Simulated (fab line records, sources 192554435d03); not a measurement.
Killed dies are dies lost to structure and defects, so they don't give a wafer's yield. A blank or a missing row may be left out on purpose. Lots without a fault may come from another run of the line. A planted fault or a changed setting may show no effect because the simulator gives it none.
Which tool did it? | flow n5_finfet | 24 lots, 72 wafers sampled, at 6 steps of a route of 1938

WHAT THE GAUGES READ, wafer by wafer
N5_BEOL_M5_INSPECT_58: inspects for defects (darkfield).
lot  | measured     | on                | raw_defect_count
L074 | day 8 12:33  | defect_inspect-01 | 85 52 65
L075 | day 8 17:29  | defect_inspect-02 | 19 38 36
L077 | day 8 17:56  | defect_inspect-02 | 34 92 55
L076 | day 8 22:52  | defect_inspect-01 | 93 49 71
L079 | day 9 19:10  | defect_inspect-02 | 84 107 83
L080 | day 9 20:25  | defect_inspect-02 | 95 58 90
L078 | day 10 01:32 | defect_inspect-02 | 53 68 49
L081 | day 10 03:55 | defect_inspect-01 | 81 50 72
L082 | day 10 05:06 | defect_inspect-02 | 87 94 45
L083 | day 10 08:47 | defect_inspect-02 | 103 55 102
L084 | day 10 15:00 | defect_inspect-01 | 56 65 67
L085 | day 11 05:23 | defect_inspect-02 | 85 79 88
L086 | day 11 09:02 | defect_inspect-02 | 109 96 97
L087 | day 11 19:56 | defect_inspect-01 | 69 68 57
L088 | day 12 03:04 | defect_inspect-01 | 46 72 81
L090 | day 12 05:56 | defect_inspect-02 | 80 36 53
L089 | day 12 12:07 | defect_inspect-01 | 59 87 66
L091 | day 12 16:42 | defect_inspect-02 | 117 92 119
L092 | day 12 21:29 | defect_inspect-01 | 63 53 64
L093 | day 13 05:22 | defect_inspect-02 | 69 38 42
L094 | day 13 11:13 | defect_inspect-02 | 61 57 82
L095 | day 13 15:53 | defect_inspect-02 | 98 87 117
L096 | day 14 01:49 | defect_inspect-02 | 52 86 61
L097 | day 14 06:44 | defect_inspect-02 | 40 66 57

N5_BEOL_M6_THK_MEAS_53: measures by xrf.
lot  | measured     | on            | M6_THK (nm)
L074 | day 8 22:10  | film_metro-02 | 80.2 77.8 79.6
L075 | day 9 00:55  | film_metro-02 | 76.4 78.2 77.5
L077 | day 9 01:39  | film_metro-02 | 75.9 79.2 79.3
L076 | day 9 07:33  | film_metro-01 | 78.8 76.1 76.2
L079 | day 10 03:14 | film_metro-01 | 79.7 79.3 76.5
L080 | day 10 03:37 | film_metro-01 | 79.5 80.9 79.7
L078 | day 10 07:26 | film_metro-02 | 81.8 76.4 76.1
L081 | day 10 11:15 | film_metro-01 | 78.2 78.9 75.8
L082 | day 10 14:51 | film_metro-01 | 76.7 76.5 77.6
L083 | day 10 17:40 | film_metro-01 | 80.3 79.6 81.3
L084 | day 10 23:15 | film_metro-02 | 75.6 78.6 77.3
L085 | day 11 13:04 | film_metro-01 | 78.7 80.4 80.1
L086 | day 11 16:35 | film_metro-01 | 81.4 80.9 83.8
L087 | day 12 03:14 | film_metro-01 | 82.8 81.5 81.6
L088 | day 12 11:04 | film_metro-02 | 76.8 77.2 75.8
L090 | day 12 12:38 | film_metro-02 | 74.1 75.7 74.7
L089 | day 12 20:40 | film_metro-02 | 78.8 79.6 80.2
L091 | day 12 22:49 | film_metro-01 | 78.5 80.3 78.5
L092 | day 13 04:44 | film_metro-02 | 79.9 79.7 81.1
L093 | day 13 14:50 | film_metro-01 | 78.9 78.8 80.4
L094 | day 13 21:31 | film_metro-02 | 76.9 79.2 78.5
L095 | day 13 22:43 | film_metro-01 | 78.7 78.0 79.4
L096 | day 14 08:59 | film_metro-02 | 78.0 80.4 78.7
L097 | day 14 14:22 | film_metro-02 | 80.4 76.3 76.2

WHICH TOOL RAN EACH LOT (tool, then ch and the chambers of the sampled wafers, then the start)
lot  | N5_BEOL_M5_DEP_56               | N5_BEOL_M6_HM_OPEN_17             | N5_BEOL_M6_ETCH_65                 | N5_BEOL_M6_ANNEAL_51
L074 | pecvd-02 ch 0,1, day 8 12:28    | rie_metal-03 ch 0,1, day 8 17:26  | rie_diel-02 ch 1,2, day 8 19:05    | rtp_anneal-02 ch 0, day 8 21:37
L075 | pecvd-01 ch 0,1,2, day 8 17:23  | rie_metal-02 ch 0,1, day 8 21:22  | rie_diel-06 ch 0,3, day 8 22:14    | rtp_anneal-01 ch 0, day 9 00:25
L077 | pecvd-02 ch 0,1, day 8 17:50    | rie_metal-03 ch 0,1, day 8 21:23  | rie_diel-06 ch 0,3, day 8 22:38    | rtp_anneal-01 ch 0, day 9 01:02
L076 | pecvd-04 ch 0,1,2, day 8 22:46  | rie_metal-02 ch 0,1, day 9 02:23  | rie_diel-06 ch 2,3, day 9 04:54    | rtp_anneal-01 ch 0, day 9 07:00
L079 | pecvd-02 ch 0,1, day 9 19:04    | rie_metal-03 ch 0,1, day 9 20:46  | rie_diel-04 ch 1,2,3, day 9 23:57  | rtp_anneal-02 ch 0, day 10 02:38
L080 | pecvd-02 ch 0, day 9 20:19      | rie_metal-03 ch 0,1, day 9 23:13  | rie_diel-04 ch 0,1, day 10 00:35   | rtp_anneal-02 ch 0, day 10 03:01
L078 | pecvd-04 ch 0,1, day 10 01:26   | rie_metal-02 ch 0,1, day 10 03:29 | rie_diel-02 ch 0,3, day 10 04:17   | rtp_anneal-01 ch 0, day 10 06:50
L081 | pecvd-04 ch 0,1, day 10 03:50   | rie_metal-02 ch 0,1, day 10 06:13 | rie_diel-06 ch 0,1,2, day 10 08:15 | rtp_anneal-02 ch 0, day 10 10:31
L082 | pecvd-02 ch 0,1, day 10 04:59   | rie_metal-01 ch 0, day 10 08:59   | rie_diel-06 ch 1,2,3, day 10 09:50 | rtp_anneal-02 ch 0, day 10 14:15
L083 | pecvd-02 ch 0,1, day 10 08:40   | rie_metal-02 ch 0,1, day 10 10:53 | rie_diel-02 ch 0,1,2, day 10 13:41 | rtp_anneal-02 ch 0, day 10 17:05
L084 | pecvd-04 ch 0,2, day 10 14:55   | rie_metal-02 ch 0,1, day 10 18:14 | rie_diel-04 ch 2,3, day 10 19:59   | rtp_anneal-02 ch 0, day 10 22:45
L085 | pecvd-01 ch 0,2, day 11 05:18   | rie_metal-03 ch 0,1, day 11 08:01 | rie_diel-04 ch 1,2, day 11 10:43   | rtp_anneal-01 ch 0, day 11 12:31
L086 | pecvd-02 ch 0,2, day 11 08:57   | rie_metal-03 ch 0,1, day 11 12:28 | rie_diel-04 ch 0,2,3, day 11 13:58 | rtp_anneal-02 ch 0, day 11 16:00
L087 | pecvd-02 ch 0,1,2, day 11 19:50 | rie_metal-03 ch 0,1, day 11 23:23 | rie_diel-04 ch 0,1, day 12 00:22   | rtp_anneal-02 ch 0, day 12 02:41
L088 | pecvd-04 ch 0,1, day 12 02:58   | rie_metal-03 ch 0,1, day 12 05:47 | rie_diel-06 ch 0,1,2, day 12 07:59 | rtp_anneal-01 ch 0, day 12 10:31
L090 | pecvd-02 ch 0,1, day 12 05:50   | rie_metal-02 ch 0,1, day 12 09:05 | rie_diel-06 ch 0,2,3, day 12 09:53 | rtp_anneal-02 ch 0, day 12 12:01
L089 | pecvd-01 ch 0,2, day 12 12:01   | rie_metal-01 ch 0,1, day 12 14:56 | rie_diel-02 ch 0,1,3, day 12 16:51 | rtp_anneal-02 ch 0, day 12 20:07
L091 | pecvd-02 ch 0,1,2, day 12 16:37 | rie_metal-01 ch 0,1, day 12 19:18 | rie_diel-06 ch 0,1,2, day 12 19:56 | rtp_anneal-01 ch 0, day 12 22:21
L092 | pecvd-01 ch 0,1, day 12 21:23   | rie_metal-01 ch 0,1, day 13 00:35 | rie_diel-02 ch 0,2, day 13 01:43   | rtp_anneal-02 ch 0, day 13 04:08
L093 | pecvd-04 ch 0,1,2, day 13 05:16 | rie_metal-02 ch 0,1, day 13 09:10 | rie_diel-04 ch 0,1,3, day 13 09:49 | rtp_anneal-02 ch 0, day 13 14:14
L094 | pecvd-01 ch 0,2, day 13 11:07   | rie_metal-02 ch 0,1, day 13 14:56 | rie_diel-04 ch 0,1,3, day 13 17:25 | rtp_anneal-01 ch 0, day 13 20:56
L095 | pecvd-02 ch 1,2, day 13 15:47   | rie_metal-02 ch 0,1, day 13 18:21 | rie_diel-04 ch 1,2,3, day 13 19:31 | rtp_anneal-02 ch 0, day 13 22:07
L096 | pecvd-02 ch 0,2, day 14 01:43   | rie_metal-03 ch 0, day 14 04:59   | rie_diel-04 ch 1,2,3, day 14 06:03 | rtp_anneal-02 ch 0, day 14 08:27
L097 | pecvd-02 ch 0,1, day 14 06:38   | rie_metal-03 ch 0,1, day 14 09:03 | rie_diel-06 ch 2,3, day 14 11:11   | rtp_anneal-01 ch 0, day 14 13:47
- N5_BEOL_M5_DEP_56: deposits SiCN from 3MS/NH3, target thk 8 nm, time 14 s.
- N5_BEOL_M6_HM_OPEN_17: chemistry Cl2/BCl3, target TiN, target depth 20 nm, overetch 6 nm.
- N5_BEOL_M6_ETCH_65: etches SiARC in CF4, target depth 15.6 nm, time 26 s.
- N5_BEOL_M6_ANNEAL_51: time 90 s.

WHAT THE TOOLS THEMSELVES READ (means of the sampled wafers that have a number; where no wafer has one, the mark that the record gives instead)
N5_BEOL_M5_DEP_56.
lot  | tool     | rf_fwd_power_W (W) | showerhead_plenum_p_Torr (Torr) | throttle_valve_pct (%)
L074 | pecvd-02 | 200.1              | 3.650                           | 9.5
L075 | pecvd-01 | 199.6              | 3.659                           | 9.2
L077 | pecvd-02 | 199.8              | 3.650                           | 9.6
L076 | pecvd-04 | 199.4              | 3.669                           | 8.8
L079 | pecvd-02 | 199.9              | 3.646                           | 9.8
L080 | pecvd-02 | 201.0              | 3.657                           | 9.5
L078 | pecvd-04 | 199.4              | 3.665                           | 9.1
L081 | pecvd-04 | 199.2              | 3.669                           | 9.0
L082 | pecvd-02 | 199.7              | 3.653                           | 9.7
L083 | pecvd-02 | 199.4              | 3.645                           | 9.7
L084 | pecvd-04 | 200.2              | 3.670                           | 9.1
L085 | pecvd-01 | 200.1              | 3.652                           | 9.1
L086 | pecvd-02 | 199.5              | 3.648                           | 9.1
L087 | pecvd-02 | 200.2              | 3.645                           | 9.0
L088 | pecvd-04 | 199.9              | 3.672                           | 9.0
L090 | pecvd-02 | 199.7              | 3.647                           | 9.5
L089 | pecvd-01 | 199.4              | 3.653                           | 9.2
L091 | pecvd-02 | 200.2              | 3.645                           | 9.2
L092 | pecvd-01 | 199.7              | 3.668                           | 9.6
L093 | pecvd-04 | 200.0              | 3.668                           | 8.8
L094 | pecvd-01 | 199.2              | 3.655                           | 9.3
L095 | pecvd-02 | 199.8              | 3.648                           | 9.4
L096 | pecvd-02 | 200.4              | 3.645                           | 8.8
L097 | pecvd-02 | 199.6              | 3.649                           | 9.8

N5_BEOL_M6_HM_OPEN_17.
lot  | tool         | drypump_motor_current_A (A) | oes_product_au (a.u.) | rf_fwd_power_W (W) | throttle_valve_pct (%)
L074 | rie_metal-03 | 5.7                         | 0.67                  | 992                | 22.14
L075 | rie_metal-02 | 6.2                         | 0.69                  | 995                | 22.22
L077 | rie_metal-03 | 5.4                         | 0.72                  | 992                | 22.19
L076 | rie_metal-02 | 6.1                         | 0.70                  | 995                | 22.20
L079 | rie_metal-03 | 5.4                         | 0.72                  | 990                | 22.18
L080 | rie_metal-03 | 5.4                         | 0.71                  | 992                | 22.17
L078 | rie_metal-02 | 6.1                         | 0.69                  | 997                | 22.24
L081 | rie_metal-02 | 6.1                         | 0.68                  | 995                | 22.15
L082 | rie_metal-01 | 6.3                         | 0.62                  | 992                | 21.99
L083 | rie_metal-02 | 6.1                         | 0.68                  | 995                | 22.14
L084 | rie_metal-02 | 6.1                         | 0.68                  | 996                | 22.14
L085 | rie_metal-03 | 5.4                         | 0.70                  | 991                | 22.20
L086 | rie_metal-03 | 5.7                         | 0.66                  | 995                | 22.15
L087 | rie_metal-03 | 5.4                         | 0.70                  | 991                | 22.19
L088 | rie_metal-03 | 5.4                         | 0.70                  | 989                | 22.20
L090 | rie_metal-02 | 6.1                         | 0.67                  | 997                | 22.15
L089 | rie_metal-01 | 5.9                         | 0.66                  | 994                | 22.02
L091 | rie_metal-01 | 5.6                         | 0.73                  | 995                | 22.04
L092 | rie_metal-01 | 5.9                         | 0.67                  | 991                | 22.02
L093 | rie_metal-02 | 6.1                         | 0.66                  | 996                | 22.25
L094 | rie_metal-02 | 6.1                         | 0.66                  | 1000               | 22.16
L095 | rie_metal-02 | 6.1                         | 0.66                  | 994                | 22.17
L096 | rie_metal-03 | 5.1                         | 0.72                  | 993                | 22.26
L097 | rie_metal-03 | 5.4                         | 0.68                  | 992                | 22.21

N5_BEOL_M6_ETCH_65.
lot  | tool        | drypump_motor_current_A (A) | etch_rf_on_time_s (s) | oes_product_au (a.u.) | rf_fwd_power_W (W) | rf_vpp_V (V) | showerhead_plenum_p_Torr (Torr) | throttle_valve_pct (%)
L074 | rie_diel-02 | 6.1                         | 25.7                  | 0.67                  | 530.9              | 184.5        | 2.17                            | 15.76
L075 | rie_diel-06 | 6.2                         | 26.0                  | 0.68                  | 533.0              | 184.1        | 2.10                            | 15.45
L077 | rie_diel-06 | 5.5                         | 25.7                  | 0.67                  | 531.0              | 184.4        | 2.13                            | 15.55
L076 | rie_diel-06 | 5.6                         | 26.3                  | 0.63                  | 531.9              | 183.5        | 2.09                            | 15.56
L079 | rie_diel-04 | 5.9                         | 26.1                  | 0.72                  | 533.2              | 184.2        | 2.14                            | 15.52
L080 | rie_diel-04 | 6.3                         | 25.3                  | 0.82                  | 533.3              | 183.1        | 2.11                            | 15.40
L078 | rie_diel-02 | 5.2                         | 26.4                  | 0.62                  | 531.9              | 183.7        | 2.10                            | 15.77
L081 | rie_diel-06 | 6.1                         | 26.3                  | 0.63                  | 530.8              | 183.9        | 2.11                            | 15.62
L082 | rie_diel-06 | 5.5                         | 25.9                  | 0.64                  | 530.0              | 184.0        | 2.14                            | 15.71
L083 | rie_diel-02 | 5.7                         | 25.6                  | 0.68                  | 532.9              | 184.1        | 2.15                            | 15.58
L084 | rie_diel-04 | 6.0                         | 25.9                  | 0.69                  | 533.3              | 183.9        | 2.13                            | 15.59
L085 | rie_diel-04 | 5.9                         | 26.0                  | 0.75                  | 534.8              | 182.5        | 2.08                            | 15.53
L086 | rie_diel-04 | 6.1                         | 26.1                  | 0.72                  | 532.9              | 183.7        | 2.14                            | 15.52
L087 | rie_diel-04 | 6.3                         | 25.3                  | 0.78                  | 531.0              | 183.8        | 2.10                            | 15.44
L088 | rie_diel-06 | 6.1                         | 26.2                  | 0.62                  | 533.8              | 183.8        | 2.11                            | 15.65
L090 | rie_diel-06 | 5.9                         | 26.2                  | 0.63                  | 530.5              | 183.6        | 2.09                            | 15.57
L089 | rie_diel-02 | 5.3                         | 25.8                  | 0.70                  | 532.2              | 184.5        | 2.12                            | 15.58
L091 | rie_diel-06 | 6.2                         | 26.3                  | 0.61                  | 529.1              | 183.9        | 2.10                            | 15.66
L092 | rie_diel-02 | 5.7                         | 25.6                  | 0.70                  | 532.7              | 183.1        | 2.10                            | 15.36
L093 | rie_diel-04 | 6.1                         | 25.9                  | 0.72                  | 530.9              | 183.6        | 2.15                            | 15.51
L094 | rie_diel-04 | 6.1                         | 25.9                  | 0.72                  | 532.0              | 184.2        | 2.15                            | 15.51
L095 | rie_diel-04 | 5.9                         | 25.8                  | 0.69                  | 532.1              | 184.1        | 2.13                            | 15.59
L096 | rie_diel-04 | 5.9                         | 26.0                  | 0.69                  | 532.6              | 183.6        | 2.13                            | 15.60
L097 | rie_diel-06 | 5.6                         | 26.5                  | 0.60                  | 532.9              | 182.0        | 2.07                            | 15.64

N5_BEOL_M6_ANNEAL_51.
lot  | tool          | wafer_temp_C_max
L074 | rtp_anneal-02 | 225.82
L075 | rtp_anneal-01 | 225.88
L077 | rtp_anneal-01 | 225.83
L076 | rtp_anneal-01 | 225.78
L079 | rtp_anneal-02 | 225.94
L080 | rtp_anneal-02 | 225.79
L078 | rtp_anneal-01 | 225.56
L081 | rtp_anneal-02 | 225.95
L082 | rtp_anneal-02 | 225.90
L083 | rtp_anneal-02 | 225.92
L084 | rtp_anneal-02 | 225.82
L085 | rtp_anneal-01 | 225.68
L086 | rtp_anneal-02 | 225.79
L087 | rtp_anneal-02 | 225.88
L088 | rtp_anneal-01 | 225.76
L090 | rtp_anneal-02 | 226.13
L089 | rtp_anneal-02 | 226.16
L091 | rtp_anneal-01 | 226.05
L092 | rtp_anneal-02 | 226.04
L093 | rtp_anneal-02 | 226.21
L094 | rtp_anneal-01 | 225.75
L095 | rtp_anneal-02 | 225.87
L096 | rtp_anneal-02 | 225.85
L097 | rtp_anneal-01 | 225.86

THE ANSWER, worked out from the rows above alone
Rule: what is usual is taken from the lots themselves. Put in order of their means at a reading, lots are off if they are a third of the lots or fewer, leave a main group of 4 or more, and stand apart from it by a gap of 3 or more times the standard deviation of the main group's means; of several such gaps the widest counts. A main group whose means are all the same, to the digits that the tables above print for the reading, isn't used. A lot without any number at a reading at which 4 lots or more have one is off too. The other lots that the step has rows for count as sound. The gauges are gone through in route order, then the tools' own readings, and for those a lot's mean is taken as printed above. The first step at which some lot is off is used, and at that step the reading that is off furthest; a lot without a number counts as furthest.
No lot is off at any reading shown: from this, nothing can be told.

WHAT THE SIMULATOR HAD PUT IN
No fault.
